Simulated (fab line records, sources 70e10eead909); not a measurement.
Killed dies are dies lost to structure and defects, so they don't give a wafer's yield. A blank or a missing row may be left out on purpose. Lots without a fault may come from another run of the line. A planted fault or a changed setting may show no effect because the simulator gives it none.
Which tool did it? | flow nand_harc | 13 lots, 39 wafers sampled, at 5 steps of a route of 1159

WHAT THE GAUGES READ, wafer by wafer
NHARC_A_BONDPAD_OVL_MEAS_35. Usual: overlay_x_nm 2 nm, standard deviation 5.4; overlay_y_nm 1 nm, standard deviation 6.6.
lot  | measured     | on         | overlay_x_nm (nm) | overlay_y_nm (nm) | flag
L417 | day 17 19:04 | overlay-01 | -2 -2 -2          | 3 3 3             |
L418 | day 18 06:29 | overlay-01 | -7 -7 -7          | -9 -9 -9          |
L420 | day 18 10:07 | overlay-02 | 7 7 7             | -10 -10 -10       |
L421 | day 19 16:03 | overlay-02 | 6 7 6             | -2 -2 -2          |
L422 | day 19 17:45 | overlay-01 | -5 -5 -5          | 0 0 0             |
L423 | day 19 23:07 | overlay-01 | 6 6 6             | 6 6 6             |
L425 | day 20 04:23 | overlay-02 | 7 7 8             | 3 3 3             |
L424 | day 20 04:45 | overlay-02 | 4 4 4             | 10 10 10          |
L433 | day 22 14:01 | overlay-01 | 1 1 1             | 6 6 7             |
L437 | day 23 03:29 | overlay-01 | -4 -4 -4          | 7 7 8             |
L439 | day 23 04:32 | overlay-01 | 10 10 9           | 3 4 3             |
L436 | day 23 10:40 | overlay-01 | 6 5 5             | -1 -1 -1          |
L440 | day 24 01:08 | overlay-01 | -6 -6 -6          | 4 4 4             |

NHARC_END_SORT_01. Usual: defect_limited_yield 95.2 %, standard deviation 1.9; killed_at_array 29, standard deviation 13; killed_at_other 0.7, standard deviation 1; killed_at_periphery 3.2, standard deviation 2.3; killed_dies 33, standard deviation 13; killed_open 3.3, standard deviation 1.7; killed_short 2.0, standard deviation 1.5; sort_bin_2_pct 1.5 %, standard deviation 0.8; sort_bin_3_pct 0.27 %, standard deviation 0.22; sort_bin_4_pct 3.0 %, standard deviation 1.1; sort_n_pass 644, standard deviation 13; sort_rim_yield_pct 96.0 %, standard deviation 2.9; sort_yield_pct 95.2 %, standard deviation 1.9.
lot  | measured     | on        | defect_limited_yield (%) | killed_at_array | killed_at_other | killed_at_periphery | killed_dies | killed_open | killed_short | sort_bin_2_pct (%) | sort_bin_3_pct (%) | sort_bin_4_pct (%) | sort_n_pass | sort_rim_yield_pct (%) | sort_yield_pct (%) | flag
L424 | day 21 14:54 | prober-02 | 97.0 97.3 97.3           | 17 13 12        | 1 0 0           | 2 5 6               | 20 18 18    | 3 4 3       | 1 1 3        | 1.0 0.9 0.9        | 0.44 0 0           | 1.5 1.8 1.8        | 657 659 659 | 97.2 98.1 96.2         | 97.0 97.3 97.3     |
L439 | day 24 12:31 | prober-01 | 97.3 97.3 96.8           | 15 14 13        | 1 1 3           | 2 3 6               | 18 18 22    | 1 0 5       | 2 1 4        | 0.9 0.7 1.0        | 0.15 0.15 0.15     | 1.6 1.8 2.1        | 659 659 655 | 100.0 99.1 94.3        | 97.3 97.3 96.8     |

WHICH TOOL RAN EACH LOT (tool, then ch and the chambers of the sampled wafers, then the start)
lot  | NHARC_A_M1_PRE_CLEAN_32         | NHARC_A_BONDPAD_CMP_29        | NHARC_THIN_TSV_EXPOSE_09
L417 | pecvd-04 ch 0,1, day 17 17:16   | cmp-03 ch 1,2, day 17 18:17   | krf_scanner-03 ch 0, day 18 08:50
L418 | pecvd-04 ch 0,2, day 18 04:38   | cmp-03 ch 1,2, day 18 05:41   | krf_scanner-03 ch 0, day 18 23:44
L420 | pecvd-01 ch 0,1, day 18 08:07   | cmp-04 ch 0,1,2, day 18 09:20 | krf_scanner-01 ch 0, day 19 01:59
L421 | pecvd-01 ch 0,1,2, day 19 14:16 | cmp-03 ch 0,1,3, day 19 15:21 | krf_scanner-03 ch 0, day 20 07:09
L422 | pecvd-04 ch 0,1,2, day 19 15:50 | cmp-03 ch 1,2,3, day 19 16:55 | krf_scanner-03 ch 0, day 20 08:12
L423 | pecvd-03 ch 0,1,2, day 19 21:19 | cmp-01 ch 1,2,3, day 19 22:22 | krf_scanner-03 ch 0, day 20 15:53
L425 | pecvd-03 ch 0,1,2, day 20 02:26 | cmp-01 ch 1,2,3, day 20 03:29 | krf_scanner-02 ch 0, day 20 18:13
L424 | pecvd-04 ch 0,1,2, day 20 02:49 | cmp-03 ch 0,3, day 20 03:52   | krf_scanner-03 ch 0, day 20 21:06
L433 | pecvd-03 ch 0,2, day 22 11:50   | cmp-01 ch 0,1, day 22 13:14   | krf_scanner-01 ch 0, day 23 05:14
L437 | pecvd-04 ch 0,1, day 23 01:32   | cmp-04 ch 0,3, day 23 02:34   | krf_scanner-02 ch 0, day 23 19:20
L439 | pecvd-04 ch 0,1,2, day 23 02:35 | cmp-04 ch 0,1,3, day 23 03:38 | krf_scanner-02 ch 0, day 23 20:26
L436 | pecvd-03 ch 1,2, day 23 08:44   | cmp-03 ch 0,1,3, day 23 09:47 | krf_scanner-01 ch 0, day 24 02:46
L440 | pecvd-04 ch 0,1,2, day 23 23:18 | cmp-01 ch 0,2, day 24 00:20   | krf_scanner-01 ch 0, day 24 14:33
- NHARC_A_M1_PRE_CLEAN_32: time 12 s.
- NHARC_A_BONDPAD_CMP_29: polishes SiCN, target thk 200 nm.
- NHARC_THIN_TSV_EXPOSE_09: exposes mask TSV.

WHAT THE TOOLS THEMSELVES READ (means of the sampled wafers that have a number; where no wafer has one, the mark that the record gives instead)
NHARC_A_M1_PRE_CLEAN_32. Usual: heater_power_w 635 W, standard deviation 65; rf_fwd_power_W 292.6 W, standard deviation 0.86.
lot  | tool     | heater_power_w (W) | rf_fwd_power_W (W) | flag
L417 | pecvd-04 | 720                | 292.0              |
L418 | pecvd-04 | 619                | 293.3              |
L420 | pecvd-01 | 567                | 292.5              |
L421 | pecvd-01 | 564                | 292.8              |
L422 | pecvd-04 | 645                | 292.9              |
L423 | pecvd-03 | 631                | 292.3              |
L425 | pecvd-03 | 611                | 292.1              |
L424 | pecvd-04 | 639                | 292.4              |
L433 | pecvd-03 | 622                | 292.4              |
L437 | pecvd-04 | 648                | 292.3              |
L439 | pecvd-04 | 670                | 291.8              |
L436 | pecvd-03 | 583                | 292.5              |
L440 | pecvd-04 | 680                | 293.8              |

NHARC_A_BONDPAD_CMP_29. Usual: motor_current_A 12.2 A, standard deviation 1.2.
lot  | tool   | motor_current_A (A) | flag
L417 | cmp-03 | 12.7                |
L418 | cmp-03 | 12.6                |
L420 | cmp-04 | 10.8                |
L421 | cmp-03 | 12.9                |
L422 | cmp-03 | 12.9                |
L423 | cmp-01 | 11.3                |
L425 | cmp-01 | 11.2                |
L424 | cmp-03 | 13.4                |
L433 | cmp-01 | 12.3                |
L437 | cmp-04 | 11.9                |
L439 | cmp-04 | 12.0                |
L436 | cmp-03 | 12.8                |
L440 | cmp-01 | 12.4                |

NHARC_THIN_TSV_EXPOSE_09. Usual: exposure_dose_mJ_cm2 30.700, standard deviation 0.029.
lot  | tool           | exposure_dose_mJ_cm2 | flag
L417 | krf_scanner-03 | 30.705               |
L418 | krf_scanner-03 | 30.714               |
L420 | krf_scanner-01 | 30.650               |
L421 | krf_scanner-03 | 30.725               |
L422 | krf_scanner-03 | 30.640               |
L423 | krf_scanner-03 | 31.222               | OFF
L425 | krf_scanner-02 | 30.702               |
L424 | krf_scanner-03 | 31.226               | OFF
L433 | krf_scanner-01 | 30.697               |
L437 | krf_scanner-02 | 30.681               |
L439 | krf_scanner-02 | 30.704               |
L436 | krf_scanner-01 | 30.716               |
L440 | krf_scanner-01 | 30.714               |

THE ANSWER, worked out from the rows above alone
Rule: a lot is off if the mean of its wafers that have a number lies more than 3 standard deviations from the usual mean. A lot without any number at a reading at which 4 lots or more have one is off too. The other lots that the step has rows for count as sound. The gauges are gone through in route order, then the tools' own readings, and for those a lot's mean is taken as printed above. The first step at which some lot is off is used, and at that step the reading that is off furthest; a lot without a number counts as furthest.
Off: L423, L424, at NHARC_THIN_TSV_EXPOSE_09 (exposure_dose_mJ_cm2).
A tool fits if, at that step or a process step before it, it ran every lot that is off, and no sound lot after the first of them. One fits: krf_scanner-03 at NHARC_THIN_TSV_EXPOSE_09. Its last sound lot is L422 (day 20 08:12), its first lot that is off L423 (day 20 15:53): a fault that began between those two fits.
The tool's own readings at NHARC_THIN_TSV_EXPOSE_09 bear it out: on the lots that are off they differ by more than 5 times the standard deviation of the sound lots' means. exposure_dose_mJ_cm2 reads 31.224 there against 30.695 on the sound lots.

WHAT THE SIMULATOR HAD PUT IN
Process parameter drift: krf_scanner-03, from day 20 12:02 on, at NHARC_THIN_TSV_EXPOSE_09. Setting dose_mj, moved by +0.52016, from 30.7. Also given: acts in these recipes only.
Lots struck among those shown: L423, L424. The rule above found the same.
